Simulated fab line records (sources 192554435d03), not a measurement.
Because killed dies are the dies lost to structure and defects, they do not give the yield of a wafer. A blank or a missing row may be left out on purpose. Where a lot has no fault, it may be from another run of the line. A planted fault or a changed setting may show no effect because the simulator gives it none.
Struck lot and sound lot, side by side ; flow n5 finfet ; 37 out of 1938 route steps
Sound: the wafers L924.1, L924.4, L924.6. Struck: wafer L928.1. (L928.5 of the same lot was not struck and is left out.) The cause comes at the end.
At each step with rows: each side's tool, then ch and its chambers, then its first start. Under that, the readings that differ: sound wafers ; struck wafers ; difference of the means ; sigmas: that difference in standard deviations of wafers without a fault.
alike: readings with means less than 2 such deviations apart, plus words and numbers identical on both sides. not compared: withheld readings, readings lacking a value on some wafer, bounds such as >300 that could conceal the same value, and numbers that have no deviation in the record and whose values overlap.
The two part at a step that has a row with sigmas, a row that says differs or no value, or rows on one side only. Numbers that have no deviation but don't overlap get no sigmas and don't part them. A reading that every wafer of one side lacks parts them only if that side has two wafers or more.

first, 12 steps without rows for these wafers: N5_SD_EPI_P_STRIP_38 (strips in N2/H2); N5_SD_EPI_P_ETCHBACK_46 (etches SiNx in CH3F/O2, stops on SiO2, target depth 17.5 nm); N5_SD_EPI_P_ETCH_47 (etches SiOCN in CH3F/O2, target depth 25 nm); N5_SD_EPI_P_ETCH_16 (etches SiO2 in CHF3/O2, target depth 5 nm); N5_SD_EPI_P_STRIP_50 (strips in CHF3/O2); N5_SD_EPI_P_SD_RECESS_17 (chemistry HBr/Cl2/O2, target depth 39.1 nm, bt time 3 s); N5_SD_EPI_P_WET_ETCH_45 (etches SiO2 in dHF, time 10.7 s, target depth 2 nm, rinse time 30 s); N5_SD_EPI_P_STRIP_40 (strips in N2/H2); N5_SD_EPI_P_PRECLEAN_52 (cleans in O3/DIW, time 60 s); N5_SD_EPI_P_SRD_20 (time 30 s); N5_SD_EPI_P_PRECLEAN_51 (cleans in NF3:NH3, afs cycles 1, time 20 s, sublimation time 60 s); N5_SD_EPI_P_VAPOR_ETCH_44 (etches SiGe30 in NF3/Ar, time 3.3 s).
N5_SD_EPI_P_EPI_21: deposits SiGe:B, time 355 s.
  sound on epi rpcvd-01 ch 0, day 6 22:32; struck on epi rpcvd-03 ch 0, day 7 18:29
reading;sound;struck;difference;sigmas
epi growth time s (s);355 355 355;394.61;+39.61;
model.SiGe-B_of_SD_EPI_P_EPI_21.thk nm (nm);60.8 62.2 61.8;66;+4;
  alike: susceptor_temp_C_max
N5_SD_EPI_P_EPI_MEAS_23:
  sound on film metro-01, day 7 00:44; struck on film metro-01, day 7 22:21
reading;sound;struck;difference;sigmas
thk nm (nm);60.7 62.3 62.8;66.5;+4.6;+4
then, 8 steps without rows for these wafers: N5_SD_EPI_P_HM_STRIP_48 (strips SiNx in H3PO4, material SiNx, target depth 3 nm); N5_SD_EPI_P_SRD_49 (time 30 s); N5_SD_EPI_P_PRECLEAN_24 (cleans in O3/DIW, time 45 s); N5_SD_EPI_P_PRECLEAN_32 (cleans in dHF, time 10 s); N5_SD_EPI_P_PRECLEAN_33 (cleans in SC2, time 45 s); N5_SD_EPI_P_SRD_25 (time 30 s); N5_SD_ACTIVATION_RTA_00 (time 0 s); N5_SD_ACTIVATION_LSA_01 (time 0.0008 s).
N5_SD_ACTIVATION_RS_MEAS_03: a four-point-probe measurement.
  sound on film metro-01, day 7 01:24; struck on film metro-01, day 7 23:08
  alike: RS_SD_N, RS_SD_P
then, 12 steps without rows for these wafers: N5_ILD0_LINER_00 (material SiNx, target thk 4 nm, pulse time 1 s, purge time 2 s); N5_ILD0_FCVD_FILL_01 (material SiO2 flowable, target thk 200 nm, time 328.3 s); N5_ILD0_CURE_02 (time 1800 s); N5_ILD0_CMP_03 (polishes, stops on SiNx, t overpolish 1.9 s, target thk 197.38 nm); N5_ILD0_CMP_07 (polishes SiO2 flowable, stops on poly-Si, t overpolish 1.18 s, target thk 138.88 nm); N5_ILD0_PRECLEAN_10 (cleans in NF3:NH3, afs cycles 5, time 20 s, sublimation time 60 s); N5_ILD0_ALD_15 (deposits SiNx, target thk 24 nm, pulse time 1 s, ald cycles 480); N5_ILD0_CMP_12 (polishes SiNx, stops on poly-Si, t overpolish 6 s, target thk 17.67 nm); N5_SDB_HM_DEP_00 (deposits SiNx from SiH4/NH3/N2, target thk 40 nm, time 35.3 s); N5_SDB_COAT_03 (time 60 s, resist thk 100 nm); N5_SDB_COAT_04 (time 60 s, resist thk 18 nm); N5_SDB_COAT_05 (resist thk 90 nm).
N5_MOL_CONTACT_COAG_ETCH_110: etches Si in CF4/O2, target depth 2.5 nm, time 8 s.
  sound on rie diel-03 ch 1,2, day 8 09:54; struck on rie diel-02 ch 0, day 9 08:47
reading;sound;struck;difference;sigmas
drypump motor current A (A);5.8 5.1 5.1;6.4;+1.1;+2
model.SiGe-B_of_SD_EPI_P_EPI_21.thk nm (nm);58 59.4 59;62.8;+4.0;
  alike: bias w, cf4 flow sccm, oes product au, rf vpp V, showerhead plenum p Torr, throttle valve pct
  not compared: rf hours counter h
-- here the record skips 4 days between the struck wafers' starts before and after, leaving off in module MOL_CONTACT_COAG and picking up in module BEOL_M4 (first step shown: number 1111 of the route) --
N5_BEOL_M4_RC_MEAS_101:
  sound on prober-01 ch 0, day 12 21:05; struck on prober-02 ch 0, day 13 19:33
reading;sound;struck;difference;sigmas
RS_SD_P (ohm/sq);64.7 63.3 63.9;61.2;-2.8;-3
  alike: DIBL_N, DIBL_P, IOFF_N, IOFF_P, ION_N, ION_P, SS_N, SS_P, VT_N, VT_P

== WHERE THEY PART ==
At N5_SD_EPI_P_EPI_MEAS_23 first; at N5_BEOL_M4_RC_MEAS_101 last (within this record only).

WHY: what the simulator had put in
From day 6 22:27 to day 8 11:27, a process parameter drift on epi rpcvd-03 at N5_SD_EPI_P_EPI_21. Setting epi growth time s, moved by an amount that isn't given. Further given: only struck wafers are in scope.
